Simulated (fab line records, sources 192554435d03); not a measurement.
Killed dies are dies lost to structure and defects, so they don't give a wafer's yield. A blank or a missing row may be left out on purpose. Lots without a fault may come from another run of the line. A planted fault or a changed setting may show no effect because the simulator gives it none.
fab line records | flow n5_finfet
record lots=9 wafers=27 last_day=17
route steps=1938 shown FIN_SAQP@128 BEOL_M4@1111 PASSIVATION@1936
lots that met no fault: from a run of the same line without faults
start_h: hours from the record's first day to the start of the lot's first wafer shown | wait_h: hours since the lot's step before | " the same as in the row above | L1.1+2: a row that stands for several wafers | - no value, or no start given | * or withheld: withheld | < > ~ a bound
route shown NAME@n: a module of which the file shows steps, and the number in the route of the first | usual: mean/standard deviation of fault-free wafers | same: alike in all rows | chamber/n: place in a boat | sites: the reading at each site | _std_site: their standard deviation | _edge_site: outer sites' mean less inner sites' | radius_mm: how far each site lies from the wafer's centre | mask NAME#n: copy n | behind: the tool/chamber that last shaped the wafer | hold: why the lot was held/for how many hours/how that ended | device: the transistor (n, p or np) that didn't switch | end of line: the same wafers' tests at the end of the route | a step without rows: its recipe alone | killed: dies lost to structure and defects at the first sort, not the wafer's yield | map: a wafer's dies, x killed, . not, _ none there
set.NAME: the setting as run; set.NAME@STEP: as run at that earlier step | model.NAME: the simulator's own value behind a step, which no gauge read
steps of the route over a sample of lots; a table a step, a row a wafer
services: from which hour (start_h, from the record's first day; less than 0 if before it) a tool's chamber was out of use, for how many hours, and why
## steps
# step N5_FIN_SAQP_CD_MEAS_27
# recipe target_cd_nm=20 landing_energy_ev=1000 detector=se_inlens polarity=line
# usual cd_nm=20.33/0.22
# columns lot.wafer tool chamber start_h wait_h cd_nm
L766.1 cd_sem-03 0 36.09 0.1 20.49
L766.5 " 0 " " 20.22
L766.6 " 0 " " 20.39
L774.1 cd_sem-01 0 84.58 0.1 20.60
L774.5 " 0 " " 20.30
L774.6 " 0 " " 20.00
L775.3 cd_sem-03 0 90.36 0.1 20.81
L775.5 " 0 " " 20.60
L775.6 " 0 " " 20.56
L776.1 cd_sem-01 0 96.24 0.1 20.57
L776.2 " 0 " " 20.61
L776.6 " 0 " " 20.45
L778.2 cd_sem-01 0 107.42 0.1 20.00
L778.3 " 0 " " 20.66
L778.5 " 0 " " 20.31
L780.2 cd_sem-02 0 120.62 0.1 20.62
L780.3 " 0 " " 20.09
L780.5 " 0 " " 20.50
L781.2 cd_sem-01 0 128.04 0.1 20.26
L781.4 " 0 " " 20.73
L781.6 " 0 " " 20.41
L786.2 cd_sem-02 0 156.11 0.1 20.14
L786.4 " 0 " " 19.92
L786.6 " 0 " " 19.99
L787.1 cd_sem-01 0 162.19 0.1 20.33
L787.2 " 0 " " 20.43
L787.4 " 0 " " 20.57
# step N5_FIN_SAQP_ETCH_65
# recipe chemistry=CF4 target=SiO2 target_depth_a=40 ion_energy_ev=350 time_s=4.4 pressure_mtorr=10 icp_w=800 bias_w=400 cf4_flow_sccm=80
# usual drypump_motor_current_A=5.7/0.5 oes_product_au=1.001/0.014 throttle_valve_pct=21.71/0.13
# columns lot.wafer tool chamber start_h wait_h drypump_motor_current_A oes_product_au rf_hours_counter_h throttle_valve_pct
L766.1 rie_si-04 3 36.26 0.1 5.6 1.029 150 21.72
L766.5 " 0 " " 5.8 1.014 - 21.68
L766.6 " 3 " " 5.7 1.030 - 21.72
L774.1 rie_si-04 0 84.74 0.1 5.8 1.004 33 21.69
L774.5 " 2 " " 6.4 0.995 - 21.83
L774.6 " 1 " " 5.6 0.972 - 21.89
L775.3 rie_si-04 3 90.55 0.1 5.6 1.020 151 21.71
L775.5 " 2 " " 6.4 1.006 - 21.82
L775.6 " 3 " " 5.6 1.019 - 21.74
L776.1 rie_si-04 1 96.47 0.1 5.6 0.976 6 21.88
L776.2 " 2 " " 6.4 0.995 34 21.82
L776.6 " 3 " " 5.7 1.013 - 21.72
L778.2 rie_si-01 3 107.57 0.1 6.0 1.022 31 21.57
L778.3 " 2 " " 6.4 1.007 176 21.95
L778.5 " 1 " " 5.4 1.001 - 21.55
L780.2 rie_si-04 2 121.22 0.1 6.4 0.985 34 21.83
L780.3 " 1 " " 5.6 0.966 6 21.88
L780.5 " 3 " " 5.6 1.011 - 21.73
L781.2 rie_si-04 3 128.24 0.1 5.7 1.008 151 21.71
L781.4 " 2 " " 6.5 0.991 34 21.82
L781.6 " 1 " " 5.6 0.973 - 21.90
L786.2 rie_si-01 3 156.26 0.1 6.0 1.019 32 21.56
L786.4 " 1 " " 5.4 1.007 - 21.55
L786.6 " 3 " " 6.0 1.018 - 21.58
L787.1 rie_si-06 3 162.35 0.1 5.0 1.002 53 21.66
L787.2 " 0 " " 6.3 1.007 94 21.67
L787.4 " 2 " " 4.8 0.990 172 21.62
# step N5_FIN_SAQP_MANDREL_ETCH_58
# recipe chemistry=HBr/Cl2 target=a-Si target_depth_a=450 bt_time_s=10 stop_on=SiNx mask_material=SiO2 over_etch_frac=0.8 time_s=27 pressure_mtorr=10 icp_w=800 bias_w=75 HBr_flow_sccm=150 Cl2_flow_sccm=80 ends=end_point
# usual drypump_motor_current_A=5.7/0.5 mfc_cl2_sccm=80.01/0.28 oes_product_au=0.697/0.014 throttle_valve_pct=35.43/0.12
# columns lot.wafer tool chamber start_h wait_h drypump_motor_current_A mfc_cl2_sccm oes_product_au rf_hours_counter_h throttle_valve_pct
L766.1 rie_si-04 3 36.29 0.0 5.7 79.74 0.726 150 35.34
L766.5 " 0 " " 5.7 80.02 0.706 - 35.39
L766.6 " 3 " " 5.7 80.29 0.727 - 35.33
L774.1 rie_si-04 0 84.77 0.0 5.7 79.70 0.701 33 35.40
L774.5 " 2 " " 6.4 80.16 0.703 - 35.55
L774.6 " 1 " " 5.6 79.92 0.683 - 35.58
L775.3 rie_si-04 3 90.58 0.0 5.7 80.18 0.712 151 35.34
L775.5 " 2 " " 6.4 80.16 0.698 - 35.55
L775.6 " 3 " " 5.6 79.99 0.721 - 35.33
L776.1 rie_si-04 1 96.50 0.0 5.6 79.47 0.672 6 35.60
L776.2 " 2 " " 6.4 80.21 0.689 34 35.56
L776.6 " 3 " " 5.6 79.50 0.724 - 35.32
L778.2 rie_si-01 3 107.61 0.0 6.0 80.06 0.696 31 35.24
L778.3 " 2 " " 6.4 80.32 0.684 176 35.60
L778.5 " 1 " " 5.4 79.92 0.692 - 35.33
L780.2 rie_si-04 2 121.25 0.0 6.4 80.07 0.699 34 35.55
L780.3 " 1 " " 5.6 79.96 0.675 6 35.58
L780.5 " 3 " " 5.6 79.42 0.715 - 35.34
L781.2 rie_si-04 3 128.28 0.0 5.7 80.19 0.711 151 35.35
L781.4 " 2 " " 6.5 79.95 0.696 34 35.56
L781.6 " 1 " " 5.6 79.95 0.670 - 35.57
L786.2 rie_si-01 3 156.30 0.0 6.0 80.12 0.697 32 35.25
L786.4 " 1 " " 5.4 79.71 0.693 - 35.33
L786.6 " 3 " " 6.0 80.51 0.716 - 35.19
L787.1 rie_si-06 3 162.38 0.0 5.0 80.13 0.695 53 35.37
L787.2 " 0 " " 6.3 79.86 0.702 94 35.38
L787.4 " 2 " " 4.8 80.23 0.700 172 35.45
# step N5_FIN_SAQP_RECESS_71
# recipe chemistry=HF/NH3 target=SiO2 target_depth_a=30 afs_cycles=1 temp_c=30 sublimation_temp_c=180 sublimation_time_s=60
# usual drypump_motor_current_A=5.69/0.28
# columns lot.wafer tool chamber start_h wait_h drypump_motor_current_A
L766.1 vapor_etch-02 0 36.98 0.0 6.01
L766.5 " 1 " " 5.96
L766.6 " 0 " " 6.01
L774.1 vapor_etch-02 1 85.57 0.2 5.95
L774.5 " 1 " " 5.93
L774.6 " 0 " " 6.03
L775.3 vapor_etch-01 1 91.44 0.1 5.64
L775.5 " 0 " " 5.33
L775.6 " 1 " " 5.65
L776.1 vapor_etch-02 1 97.19 0.0 5.94
L776.2 " 0 " " 6.06
L776.6 " 0 " " 6.07
L778.2 vapor_etch-01 0 108.30 0.0 5.30
L778.3 " 0 " " 5.31
L778.5 " 0 " " 5.31
L780.2 vapor_etch-01 0 122.20 0.0 5.31
L780.3 " 0 " " 5.32
L780.5 " 1 " " 5.61
L781.2 vapor_etch-01 0 128.98 0.0 5.31
L781.4 " 0 " " 5.32
L781.6 " 1 " " 5.63
L786.2 vapor_etch-01 0 157.15 0.0 5.32
L786.4 " 1 " " 5.61
L786.6 " 1 " " 5.61
L787.1 vapor_etch-02 0 163.13 0.0 6.06
L787.2 " 1 " " 5.96
L787.4 " 1 " " 5.95
# step N5_FIN_SAQP_HM_OPEN_33
# recipe chemistry=CH3F/O2 target=SiNx mask_material=SiO2 target_depth_a=494 time_s=70.6 pressure_mtorr=30 source_w=395 bias_w=73 Ar_flow_sccm=150 CH3F_flow_sccm=30 O2_flow_sccm=20 ion_energy_ev=120 ends=cleared
# usual CH3F_flow_sccm=30.00/0.093 drypump_motor_current_A=5.8/0.42 etch_rf_on_time_s=69.0/1.2 mfc_ar_sccm=150.0/0.42 oes_product_au=0.67/0.07 rf_vpp_V=298.7/2.2 showerhead_plenum_p_Torr=1.99/0.052 throttle_valve_pct=16.33/0.25
# columns lot.wafer tool chamber start_h wait_h CH3F_flow_sccm drypump_motor_current_A etch_rf_on_time_s mfc_ar_sccm oes_product_au rf_hours_counter_h rf_vpp_V showerhead_plenum_p_Torr throttle_valve_pct
L766.1 rie_diel-03 3 37.70 0.0 30.05 5.2 69.7 150.6 0.61 195 298.5 2.07 16.54
L766.5 " 3 " " 30.00 5.2 70.8 150.0 0.61 - 297.6 2.07 16.56
L766.6 " 1 " " 30.23 5.8 69.9 150.2 0.62 - 295.1 1.99 16.56
L774.1 rie_diel-03 0 86.62 0.0 29.96 6.1 69.1 149.5 0.81 9 298.6 1.96 15.96
L774.5 " 0 " " 29.91 6.1 69.9 149.8 0.81 - 300.3 1.96 15.96
L774.6 " 1 " " 29.89 5.8 69.9 149.8 0.60 - 296.5 1.98 16.59
L775.3 rie_diel-01 1 92.12 0.0 29.98 6.0 67.0 149.6 0.78 42 301.5 2.04 16.28
L775.5 " 1 " " 29.98 5.9 67.4 150.4 0.78 - 300.0 2.04 16.29
L775.6 " 2 " " 29.92 6.5 68.1 149.4 0.69 - 302.3 2.01 16.71
L776.1 rie_diel-03 3 99.70 0.0 30.00 5.2 60.8 149.7 0.60 218 298.1 2.06 16.60
L776.2 " 0 " " 29.99 6.1 60.0 149.4 0.80 13 299.5 1.96 15.98
L776.6 " 1 " " 29.95 5.9 62.1 150.3 0.59 - 295.9 1.98 16.60
L778.2 rie_diel-01 2 109.02 0.0 30.03 6.5 68.1 150.1 0.67 116 300.1 2.01 16.71
L778.3 " 0 " " 30.05 5.6 67.6 150.2 0.66 143 299.5 2.01 16.10
L778.5 " 0 " " 30.09 5.7 69.5 149.8 0.65 - 297.6 2.01 16.10
L780.2 rie_diel-04 2 124.03 1.1 29.88 5.0 62.5 149.7 0.62 176 298.9 1.92 16.10
L780.3 " 0 " " 30.02 5.7 59.6 150.9 0.73 69 296.9 1.94 16.51
L780.5 " 1 " " 30.18 5.6 62.4 150.0 0.59 - 296.3 2.06 16.43
L781.2 rie_diel-04 3 130.09 0.3 29.93 6.3 59.7 150.0 0.71 82 301.7 1.94 16.00
L781.4 " 0 " " 29.85 5.7 61.5 150.7 0.71 72 295.3 1.94 16.51
L781.6 " 2 " " 30.15 4.9 63.3 150.2 0.62 - 297.3 1.91 16.11
L786.2 rie_diel-03 3 158.28 0.1 29.89 5.2 69.3 149.4 0.60 228 296.0 2.06 16.60
L786.4 " 0 " " 30.13 6.1 67.9 149.7 0.78 - 298.4 1.96 16.00
L786.6 " 1 " " 29.94 5.8 69.3 149.8 0.59 - 295.2 1.98 16.62
L787.1 rie_diel-04 1 163.85 0.0 29.85 5.6 69.9 148.9 0.58 234 298.2 2.06 16.45
L787.2 " 3 " " 29.90 6.2 67.4 150.4 0.69 95 300.4 1.94 16.02
L787.4 " 2 " " 30.04 4.9 71.5 149.3 0.61 193 295.3 1.91 16.14
# step N5_BEOL_M4_RC_MEAS_101
# usual DIBL_N=35.7/1.3 DIBL_P=36.0/1.6 IOFF_N=0.154/0.025 IOFF_P=0.21/0.034 ION_N=675/9.7 ION_P=465/7.4 SS_N=71.3/0.55 SS_P=73.1/0.52 VT_N=250/3 VT_P=-249/3.6
# columns lot.wafer tool chamber start_h wait_h DIBL_N[mV/V] DIBL_P[mV/V] IOFF_N[nA/um] IOFF_P[nA/um] ION_N[uA/um] ION_P[uA/um] SS_N[mV/dec] SS_P[mV/dec] VT_N[mV] VT_P[mV]
L766.1 prober-02 0 180.97 0.0 36.9 37.2 0.169 0.21 677 463 71.0 74.0 245 -251
L766.5 " 0 " " 35.7 36.3 0.149 0.19 678 464 71.1 72.9 250 -253
L766.6 " 0 " " 36.6 36.6 0.161 0.20 678 460 71.0 73.4 247 -251
L774.1 prober-01 0 230.64 0.0 34.9 35.9 0.144 0.19 673 467 70.7 72.8 250 -250
L774.5 " 0 " " 36.1 37.8 0.166 0.22 676 463 71.9 73.1 250 -248
L774.6 " 0 " " 35.3 36.1 0.151 0.20 668 462 71.2 73.0 250 -247
L776.1 prober-01 0 236.37 0.0 36.0 35.1 0.139 0.18 672 457 70.8 74.2 253 -255
L776.2 " 0 " " 37.6 36.9 0.168 0.21 673 456 71.1 73.6 249 -254
L776.6 " 0 " " 37.0 36.3 0.163 0.19 688 459 71.6 74.2 248 -254
L775.3 prober-02 0 238.93 0.3 35.9 37.3 0.176 0.24 674 465 72.0 73.6 244 -248
L775.5 " 0 " " 34.9 35.9 0.155 0.21 676 472 71.5 73.7 248 -252
L775.6 " 0 " " 35.0 35.3 0.148 0.20 672 462 72.2 73.0 250 -246
L778.2 prober-02 0 242.71 0.2 37.6 37.7 0.174 0.25 689 475 71.1 72.6 246 -246
L778.3 " 0 " " 37.9 37.9 0.182 0.23 676 463 71.7 73.7 247 -249
L778.5 " 0 " " 38.0 38.6 0.188 0.26 684 474 72.4 73.0 247 -246
L780.2 prober-01 0 270.96 0.2 36.6 38.3 0.188 0.24 686 466 71.6 73.6 245 -246
L780.3 " 0 " " 34.5 36.1 0.150 0.21 688 475 71.1 73.3 248 -248
L780.5 " 0 " " 34.5 36.4 0.148 0.21 682 471 71.5 73.9 247 -247
L781.2 prober-01 0 278.21 0.2 36.4 36.2 0.179 0.23 686 469 71.7 73.4 248 -246
L781.4 " 0 " " 36.2 36.4 0.176 0.23 681 473 71.3 73.6 246 -247
L781.6 " 0 " " 36.6 36.3 0.181 0.24 685 471 71.3 73.3 247 -245
L787.1 prober-02 0 302.38 0.0 36.9 35.3 0.160 0.20 671 459 71.9 72.7 249 -252
L787.2 " 0 " " 36.3 35.5 0.151 0.19 673 467 71.9 72.9 249 -252
L787.4 " 0 " " 37.2 36.2 0.168 0.21 680 459 71.7 73.7 249 -251
L786.2 prober-01 0 304.26 0.2 35.1 33.1 0.124 0.19 674 470 70.4 71.9 252 -249
L786.4 " 0 " " 36.5 34.6 0.139 0.22 666 469 71.8 71.9 251 -246
L786.6 " 0 " " 37.9 36.6 0.169 0.24 680 476 71.0 73.1 245 -246
# step N5_PASSIVATION_PROBE_49
# usual defect_limited_yield=91.6/1.4 killed_at_M0_to_M3=35/10 killed_at_M4_up=13/5.3 killed_at_contacts=12/5.9 killed_at_front_end=36/9.9 killed_at_other=3.2/3 killed_dies=99/16 killed_open=66/12 killed_short=32/7.7 sort_bin_5_function=4.9/0.91 sort_bin_6_memory=3.2/0.65 sort_n_pass=1081/16 sort_yield_pct=91.6/1.4
# same gross_dies=1180 killed_at_back_side=0 sort_bin_4_leakage[%]=0 sort_bin_8_speed[%]=0
# columns lot.wafer tool chamber start_h wait_h defect_limited_yield[%] killed_at_M0_to_M3 killed_at_M4_up killed_at_contacts killed_at_front_end killed_at_other killed_dies killed_open killed_short sort_bin_5_function[%] sort_bin_6_memory[%] sort_n_pass sort_yield_pct[%]
L774.1 prober-01 - 340.33 0.6 93.4 18 13 9 38 0 78 54 24 3.4 3.0 1102 93.4
L774.5 prober-01 - 340.53 0.8 91.9 26 6 21 41 2 96 64 32 4.7 2.9 1084 91.9
L774.6 prober-01 - 340.58 0.8 91.8 28 13 9 45 2 97 72 25 5.3 2.6 1083 91.8
L775.5 prober-02 - 346.83 0.2 90.5 40 16 2 52 2 112 68 42 5.5 3.6 1068 90.5
L778.2 prober-01 - 350.30 0.1 91.6 38 13 11 33 4 99 59 39 4.8 3.4 1081 91.6
L778.3 prober-01 - 350.35 0.1 91.0 38 7 19 42 0 106 61 45 5.3 3.7 1074 91.0
L778.5 prober-01 - 350.45 0.2 92.8 31 15 9 29 1 85 50 31 4.1 2.6 1095 92.8
L780.2 prober-02 - 382.73 0.1 91.8 34 9 12 39 3 97 66 31 4.9 3.0 1083 91.8
L780.3 prober-02 - 382.78 0.1 91.2 35 10 9 44 6 104 74 30 5.3 3.4 1076 91.2
L780.5 prober-02 - 382.88 0.2 90.6 42 9 21 36 3 111 80 31 5.2 4.1 1069 90.6
# killed by level:class
L774.1 MOL_CONTACT_COAG:geometric_particle:open=9 FIN_SAQP:geometric_particle:open=7 STI_FIN_REVEAL:geometric_particle:open=7 FIN_SAQP:geometric_particle:short=5 BEOL_M0_SAQP:geometric_particle:open=5 BEOL_M0_SAQP:geometric_particle:short=5 BEOL_M4:geometric_particle:open=5 GATE_CUT:geometric_particle:open=4
L774.5 MOL_CONTACT_COAG:geometric_particle:open=17 STI_FIN_REVEAL:geometric_particle:open=11 FIN_SAQP:geometric_particle:open=8 FIN_SAQP:geometric_particle:short=7 BEOL_M0_SAQP:geometric_particle:short=7 BEOL_M0_SAQP:geometric_particle:open=5 MOL_CONTACT_COAG:geometric_particle:short=4 BEOL_M4:geometric_particle:open=4
L774.6 STI_FIN_REVEAL:geometric_particle:open=11 FIN_SAQP:geometric_particle:open=10 FIN_SAQP:geometric_particle:short=8 BEOL_M1:geometric_particle:open=7 MOL_CONTACT_COAG:geometric_particle:open=6 BEOL_M0_SAQP:geometric_particle:open=5 BEOL_M2:geometric_particle:open=5 BEOL_M0_SAQP:geometric_particle:short=4
L775.5 STI_FIN_REVEAL:geometric_particle:open=16 FIN_SAQP:geometric_particle:open=14 FIN_SAQP:geometric_particle:short=10 BEOL_M4:geometric_particle:short=9 BEOL_M0_SAQP:geometric_particle:short=8 BEOL_M1:geometric_particle:open=8 BEOL_M0_SAQP:geometric_particle:open=7 BEOL_M3:geometric_particle:open=7
L778.2 BEOL_M3:geometric_particle:open=12 FIN_SAQP:geometric_particle:short=11 MOL_CONTACT_COAG:geometric_particle:open=10 BEOL_M0_SAQP:geometric_particle:open=8 BEOL_M0_SAQP:geometric_particle:short=8 STARTING-WAFER:geometric_particle:open=5 GATE_CUT:geometric_particle:short=4 DUMMY_GATE:geometric_particle:open=4
L778.3 FIN_SAQP:geometric_particle:short=18 MOL_CONTACT_COAG:geometric_particle:open=17 BEOL_M0_SAQP:geometric_particle:short=12 BEOL_M0_SAQP:geometric_particle:open=11 BEOL_M2:geometric_particle:open=6 GATE_CUT:geometric_particle:short=6 FIN_SAQP:geometric_particle:open=4 BEOL_M3:geometric_particle:open=4
L778.5 BEOL_M0_SAQP:geometric_particle:short=8 MOL_CONTACT_COAG:geometric_particle:open=7 BEOL_M1:geometric_particle:open=7 STI_FIN_REVEAL:geometric_particle:open=6 BEOL_M0_SAQP:geometric_particle:open=6 DUMMY_GATE:geometric_particle:short=5 BEOL_M4:geometric_particle:short=5 FIN_SAQP:geometric_particle:open=4
L780.2 BEOL_M3:geometric_particle:open=10 DUMMY_GATE:geometric_particle:open=9 MOL_CONTACT_COAG:geometric_particle:open=9 FIN_SAQP:geometric_particle:short=7 BEOL_M0_SAQP:geometric_particle:open=7 BEOL_M4:geometric_particle:open=6 GATE_CUT:geometric_particle:open=5 FIN_SAQP:geometric_particle:open=4
L780.3 STI_FIN_REVEAL:geometric_particle:open=11 BEOL_M0_SAQP:geometric_particle:short=8 BEOL_M3:geometric_particle:open=8 FIN_SAQP:geometric_particle:open=7 DUMMY_GATE:geometric_particle:open=7 BEOL_M0_SAQP:geometric_particle:open=7 MOL_CONTACT_COAG:geometric_particle:open=7 BEOL_M1:geometric_particle:open=6
L780.5 MOL_CONTACT_COAG:geometric_particle:open=19 BEOL_M3:geometric_particle:open=18 BEOL_M0_SAQP:geometric_particle:open=11 BEOL_M0_SAQP:geometric_particle:short=8 FIN_SAQP:geometric_particle:short=7 FIN_SAQP:geometric_particle:open=6 BEOL_M5:geometric_particle:open=5 STI_FIN_REVEAL:geometric_particle:open=4
## services
# columns tool chamber start_h hours kind
rie_diel-03 0 32.53 8.4 repair
rie_si-06 2 32.82 17.2 repair
rie_si-04 3 40.95 1.3 repair
rie_diel-03 0 41.10 - clean
rie_diel-03 0 41.10 - consumable_replace:focus_ring
rie_diel-03 0 41.10 18.9 scheduled_down
rie_diel-03 0 41.10 18.9 vent_cycle
rie_si-04 - 103.86 4.3 pm
rie_diel-01 3 104.27 - clean
rie_diel-01 3 104.27 - consumable_replace:focus_ring
rie_diel-01 3 104.27 - consumable_replace:showerhead
rie_diel-01 3 104.27 16.1 scheduled_down
rie_diel-01 3 104.27 16.1 vent_cycle
rie_diel-03 - 109.52 28.1 pm
rie_si-04 0 118.96 4.0 repair
rie_si-01 2 126.56 32.8 repair
rie_diel-01 0 143.31 8.5 repair
rie_diel-01 3 144.31 29.9 repair
rie_diel-03 2 156.59 4.1 repair
rie_si-06 2 156.77 3.9 repair
rie_si-01 - 159.55 0.4 repair
## key
first_sign step=N5_FIN_SAQP_HM_OPEN_33 reading=etch_rf_on_time_s direction=down sigmas=6.2 usual=* struck=*
effect none on later readings
met_at N5_FIN_SAQP_MANDREL_ETCH_58
struck_lots L776,L780,L781
not_acting_at N5_FIN_SAQP_CD_MEAS_27,N5_FIN_SAQP_ETCH_65,N5_FIN_SAQP_RECESS_71
onset_between 90.58 96.50
fault kind=process_parameter_drift tool=rie_si-04 chamber=- onset_h=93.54 steps=N5_FIN_SAQP_MANDREL_ETCH_58 channel=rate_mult offset=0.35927 shape=step end_h=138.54
